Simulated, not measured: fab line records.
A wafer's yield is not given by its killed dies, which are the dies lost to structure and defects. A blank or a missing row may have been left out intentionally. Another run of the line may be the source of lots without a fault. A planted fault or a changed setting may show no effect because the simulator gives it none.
Which tool is to blame? | flow nand harc | Sampling: 12 lots, 36 wafers, 5 of 1159 route steps

== WHAT EACH GAUGE READ, for each wafer ==
NHARC_P_M2_THK_MEAS_24: measures by xrf.
lot  | measured     | on            | thk nm (nm)
L353 | day 6 10:08  | film metro-02 | 146.6 145.6 143.7
L355 | day 6 22:19  | film metro-02 | 143.3 142.4 144.3
L360 | day 7 23:42  | film metro-02 | 143.4 141.3 143.5
L362 | day 8 09:30  | film metro-01 | 407.1 399.1 400.9 404.7 397.3 403.4
L361 | day 8 14:46  | film metro-01 | 398.1 399.8 398.6 396.7 398.7 400.3
L368 | day 10 05:09 | film metro-02 | 145.5 142.1 146.0
L367 | day 10 05:34 | film metro-02 | 144.2 142.6 144.3
L372 | day 10 18:05 | film metro-02 | 146.2 146.3 144.9
L371 | day 10 18:32 | film metro-01 | 142.7 143.6 143.1
L373 | day 11 06:23 | film metro-01 | 143.6 145.2 142.5
L374 | day 11 11:38 | film metro-01 | 145.0 145.5 143.6
L376 | day 12 05:06 | film metro-01 | 144.4 141.8 145.5

NHARC_P_M2_INSPECT_27.
lot  | measured     | on                | raw defect count
L353 | day 6 10:19  | defect inspect-02 | 387 281 361
L355 | day 6 22:30  | defect inspect-02 | 391 658 317
L360 | day 7 23:51  | defect inspect-02 | 353 507 506
L368 | day 10 05:18 | defect inspect-02 | 420 304 243
L367 | day 10 05:43 | defect inspect-02 | 164 189 284
L372 | day 10 18:15 | defect inspect-02 | 298 395 398
L371 | day 10 18:43 | defect inspect-01 | 291 295 311
L373 | day 11 06:34 | defect inspect-01 | 377 246 323
L374 | day 11 11:53 | defect inspect-02 | 271 272 190
L376 | day 12 05:16 | defect inspect-01 | 344 267 680

== WHAT TOOL EACH LOT RAN ON (gives the tool, then ch and the chambers of the sampled wafers, and finally the start) ==
lot  | NHARC_P_M2_DESCUM_14               | NHARC_P_M2_PVD_21                       | NHARC_P_M2_CMP_23
L353 | rie diel-07 ch 0,2,3, day 6 07:42  | pvd sputter-03, day 6 09:52 or earlier  | cmp-01 ch 1,2,3, day 6 09:52
L355 | rie diel-07 ch 0,2,3, day 6 19:50  | pvd sputter-03, day 6 22:00 or earlier  | cmp-04 ch 0,1, day 6 22:00
L360 | rie diel-11 ch 1,2,3, day 7 20:50  | pvd sputter-03, day 7 23:23 or earlier  | cmp-04 ch 1,2,3, day 7 23:23
L362 | rie diel-07 ch 0,1,2, day 8 07:04  | pvd sputter-03, day 8 09:13 or earlier  | cmp-04 ch 1,2,3, day 8 09:13
L361 | rie diel-07 ch 0,2, day 8 12:02    | pvd sputter-01, day 8 14:26 or earlier  | cmp-04 ch 0,3, day 8 14:26
L368 | rie diel-07 ch 0,2, day 10 02:17   | pvd sputter-03, day 10 04:52 or earlier | cmp-04 ch 0,1, day 10 04:52
L367 | rie diel-11 ch 0,2,3, day 10 03:01 | pvd sputter-01, day 10 05:15 or earlier | cmp-02 ch 2,3, day 10 05:15
L372 | rie diel-01 ch 0,1,3, day 10 15:32 | pvd sputter-01, day 10 17:50 or earlier | cmp-04 ch 0,1,3, day 10 17:50
L371 | rie diel-01 ch 1,2,3, day 10 16:07 | pvd sputter-02, day 10 18:15 or earlier | cmp-02 ch 1,2,3, day 10 18:15
L373 | rie diel-11 ch 0,1, day 11 03:34   | pvd sputter-02, day 11 06:05 or earlier | cmp-01 ch 0,2, day 11 06:05
L374 | rie diel-07 ch 0,3, day 11 09:13   | pvd sputter-03, day 11 11:20 or earlier | cmp-01 ch 1,2, day 11 11:20
L376 | rie diel-07 ch 0,2,3, day 12 02:41 | pvd sputter-03, day 12 04:47 or earlier | cmp-04 ch 1,2, day 12 04:47
- NHARC_P_M2_DESCUM_14: chemistry O2, time 3 s.
- NHARC_P_M2_PVD_21: deposits Cu, target thk 30 nm, time 20.49 s.
- NHARC_P_M2_CMP_23: polishes, t overpolish 20 s, target thk 144.3 nm.

== AS READ BY THE TOOLS THEMSELVES (means over the sampled wafers that have a number; for cases with no such wafer, the mark the record gives instead) ==
NHARC_P_M2_DESCUM_14.
lot  | tool        | drypump motor current A (A) | oes product au (a.u.) | rf vpp V (V) | showerhead plenum p Torr (Torr) | throttle valve pct (%)
L353 | rie diel-07 | 5.8                         | 0.993                 | 58.2         | 1.94                            | 11.312
L355 | rie diel-07 | 5.8                         | 0.992                 | 58.9         | 1.94                            | 11.317
L360 | rie diel-11 | 5.7                         | 1.003                 | 57.4         | 1.93                            | 11.327
L362 | rie diel-07 | 5.9                         | 0.991                 | 57.0         | 1.94                            | 11.313
L361 | rie diel-07 | 5.7                         | 0.990                 | 58.4         | 1.97                            | 11.314
L368 | rie diel-07 | 5.7                         | 0.999                 | 58.9         | 1.97                            | 11.307
L367 | rie diel-11 | 5.7                         | 0.996                 | 57.6         | 1.93                            | 11.316
L372 | rie diel-01 | 6.1                         | 0.993                 | 57.3         | 1.91                            | 11.303
L371 | rie diel-01 | 6.2                         | 0.992                 | 57.8         | 1.96                            | 11.309
L373 | rie diel-11 | 5.6                         | 0.996                 | 58.1         | 2.03                            | 11.306
L374 | rie diel-07 | 6.0                         | 1.006                 | 57.1         | 1.90                            | 11.311
L376 | rie diel-07 | 5.8                         | 1.000                 | 57.5         | 1.94                            | 11.307

NHARC_P_M2_PVD_21.
lot  | tool           | throttle valve pct (%)
L353 | pvd sputter-03 | 29.7
L355 | pvd sputter-03 | 29.3
L360 | pvd sputter-03 | 29.2
L362 | pvd sputter-03 | 29.6
L361 | pvd sputter-01 | 30.6
L368 | pvd sputter-03 | 29.9
L367 | pvd sputter-01 | 29.5
L372 | pvd sputter-01 | 29.7
L371 | pvd sputter-02 | 29.9
L373 | pvd sputter-02 | 30.3
L374 | pvd sputter-03 | 29.8
L376 | pvd sputter-03 | 29.9

NHARC_P_M2_CMP_23.
lot  | tool   | edge zone pressure frac | motor current A (A) | time to endpoint s (s)
L353 | cmp-01 | 1.002                   | 12.1                | 27.2
L355 | cmp-04 | 0.998                   | 14.4                | 26.3
L360 | cmp-04 | 1.004                   | 12.3                | 25.7
L362 | cmp-04 | -                       | -                   | -
L361 | cmp-04 | -                       | -                   | -
L368 | cmp-04 | 1.001                   | 14.4                | 29.2
L367 | cmp-02 | 1.003                   | 11.9                | 30.3
L372 | cmp-04 | 1.000                   | 13.9                | 29.5
L371 | cmp-02 | 1.002                   | 12.0                | 29.2
L373 | cmp-01 | 0.999                   | 12.8                | 29.4
L374 | cmp-01 | 1.000                   | 12.1                | 31.4
L376 | cmp-04 | 1.000                   | 14.0                | 28.5

== THE ANSWER, worked out from the rows above alone ==
Rule: what is usual is taken from the lots themselves. Put in order of their means at a reading, lots are off if they are a third of the lots or fewer, leave a main group of 4 or more, and stand apart from it by a gap of 3 or more times the standard deviation of the main group's means; of several such gaps the widest counts. Not used: any main group whose means are identical at the precision the tables above print for the reading. A lot without any number at a reading at which 4 lots or more have one is off too. All remaining lots with rows at the step are treated as sound. After the gauges, taken in route order, come the tools' own readings; for these a lot's mean is taken, as printed above. The first step at which some lot is off is used, and at that step the reading that is off furthest; a lot without a number counts as furthest.
Off at NHARC_P_M2_THK_MEAS_24 (thk nm): L362, L361. Main group: mean 144.1 nm, sd 0.93.
A tool fits if, at a process step before that reading, it ran every lot that is off, and no sound lot after the first of them. Not tried: the gauges at NHARC_P_M2_THK_MEAS_24; whatever is off there is also off at NHARC_P_M2_CMP_23, on other tools, and gauge error can't account for it. NHARC_P_M2_PVD_21 gives no start for some lots, so the hours and the order of its lots are those of NHARC_P_M2_CMP_23. Of those tried, none fits.

== WHAT THE SIMULATOR HAD INSERTED ==
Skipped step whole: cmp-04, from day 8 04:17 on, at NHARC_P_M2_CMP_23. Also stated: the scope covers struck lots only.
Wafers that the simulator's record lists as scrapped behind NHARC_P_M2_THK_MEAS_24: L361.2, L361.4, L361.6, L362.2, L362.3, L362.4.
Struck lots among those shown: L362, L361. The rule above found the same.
